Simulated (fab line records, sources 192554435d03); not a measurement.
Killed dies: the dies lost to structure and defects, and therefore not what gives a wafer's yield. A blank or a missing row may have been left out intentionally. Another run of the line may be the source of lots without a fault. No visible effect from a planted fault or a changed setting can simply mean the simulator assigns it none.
Struck lot and sound lot, side by side    flow n5_finfet    16 out of 1938 route steps
Sound: these wafers, L722.1, L722.2, L722.6. Struck: wafer L736.4 (left out: L736.1, a lot-mate that was not struck); the cause follows at the end.
Each step with rows lists, per side, the tool, then ch with its chambers, then its first start. Under that, the readings that differ: sound wafers    struck wafers    difference of the means    sigmas: that difference in standard deviations of wafers without a fault.
alike: readings whose means differ by less than 2 such deviations, and words and numbers that are the same on both sides. not compared: withheld readings, readings that some wafer has no value for, bounds like >300 that may hide the same value, and numbers for which the record gives no deviation and whose values overlap.
Wherever a step has rows on one side only, a row that says differs or no value, or a row with sigmas, the two part there. Non-overlapping numbers with no deviation appear without sigmas and do not part them. Lack of a reading on every wafer of one side parts them only where that side has two or more wafers.

first, 3 steps without rows for these wafers: N5_HKMG_FIN_STRIP_33 (strips in N2/H2); N5_HKMG_FIN_STRIP_34 (strips in CF4); N5_HKMG_FIN_ETCH_35 (etches SOC in N2/H2, target depth 215.8 nm, time 243.4 s).
N5_HKMG_FIN_STRIP_92: strips SOC in N2/H2, time 20 s.
  sound on rie_diel-02 ch 0,2,3, day 4 10:06; struck on rie_diel-04 ch 1, day 7 21:05
reading                          sound           struck  difference  sigmas
drypump_motor_current_A (A)      6.2 6.2 6.1     5.2     -1.0        -2
oes_product_au (a.u.)            0.65 0.71 0.73  0.93    +0.23       +2
showerhead_plenum_p_Torr (Torr)  3.31 3.29 3.32  3.60    +0.29       +3
  alike: rf_vpp_V, throttle_valve_pct
  not compared: rf_hours_counter_h
then, 1 step without rows for these wafers: N5_HKMG_FIN_WET_ETCH_18 (etches TiN in SC1, time 55 s, target depth 5.2 nm, rinse time 30 s).
N5_HKMG_FIN_STRIP_19: strips in N2/H2, time 360 s.
  sound on plasma_asher-02 ch 0,1, day 4 10:15; struck on plasma_asher-01 ch 0, day 7 21:14
  alike: drypump_motor_current_A, heater_power_w
  not compared: rf_hours_counter_h
N5_HKMG_FIN_ALD_91: deposits TiN, target thk 1 nm, pulse time 1 s, purge time 3 s.
  sound on ald_metal-03 ch 0,2, day 4 10:38; struck on ald_metal-01 ch 0, day 7 21:37
  alike: heater_power_w, precursor_pulse_height_rel
  not compared: co_reactant_pulse_time_s
then, 2 steps without rows for these wafers: N5_HKMG_FIN_COAT_85 (time 60 s, resist thk 300 nm); N5_HKMG_FIN_ETCH_86 (etches SOC in N2/H2, stops on TiN, target depth 393.2 nm).
N5_HKMG_FIN_STRIP_89: strips SOC in N2/H2, time 20 s.
  sound on rie_diel-04 ch 0,2,3, day 4 11:02; struck on rie_diel-01 ch 3, day 7 22:01
  alike: drypump_motor_current_A, oes_product_au, rf_vpp_V, showerhead_plenum_p_Torr, throttle_valve_pct
  not compared: rf_hours_counter_h
then, 2 steps without rows for these wafers: N5_HKMG_FIN_WET_ETCH_87 (etches TiN in SC1, time 154.2 s, target depth 4.7 nm, rinse time 30 s); N5_HKMG_FIN_STRIP_88 (strips in N2/H2, time 360 s).
N5_HKMG_FIN_NWFM_ALD_20: deposits TiAlC, target thk 2 nm, pulse time 3 s, purge time 2 s.
  sound on ald_metal-02 ch 0,2,3, day 4 11:36; struck on ald_metal-03 ch 1, day 7 22:35
reading                       sound     struck  difference  sigmas
co_reactant_pulse_time_s (s)  10 10 10  8.1799  -1.8201     
  alike: heater_power_w, precursor_pulse_height_rel
N5_HKMG_FIN_ALD_71: deposits TiN, target thk 1 nm, pulse time 1 s, purge time 3 s.
  sound on ald_metal-02 ch 0,2,3, day 4 11:42; struck on ald_metal-03 ch 1, day 7 22:41
  alike: heater_power_w, precursor_pulse_height_rel
  not compared: co_reactant_pulse_time_s
-- here the record skips 4 days between the struck wafers' starts before and after, leaving off in module HKMG_FIN and picking up in module BEOL_M4 (first step shown: number 1111 of the route) --
N5_BEOL_M4_RC_MEAS_101:
  sound on prober-01 ch 0, day 7 23:13; struck on prober-01 ch 0, day 12 10:06
  alike: DIBL_N, DIBL_P, IOFF_N, IOFF_P, ION_N, ION_P, SS_N, SS_P, VT_N, VT_P
after that, 1 step had no rows for these wafers: N5_PASSIVATION_PROBE_49.

## WHERE THEY PART
At N5_HKMG_FIN_STRIP_92 and nowhere else, as far as this record goes. Later steps at which nothing parts them and some readings are alike: N5_HKMG_FIN_STRIP_19, N5_HKMG_FIN_ALD_91, N5_HKMG_FIN_STRIP_89, N5_HKMG_FIN_NWFM_ALD_20, N5_HKMG_FIN_ALD_71, N5_BEOL_M4_RC_MEAS_101.

WHY: the cause the simulator had injected
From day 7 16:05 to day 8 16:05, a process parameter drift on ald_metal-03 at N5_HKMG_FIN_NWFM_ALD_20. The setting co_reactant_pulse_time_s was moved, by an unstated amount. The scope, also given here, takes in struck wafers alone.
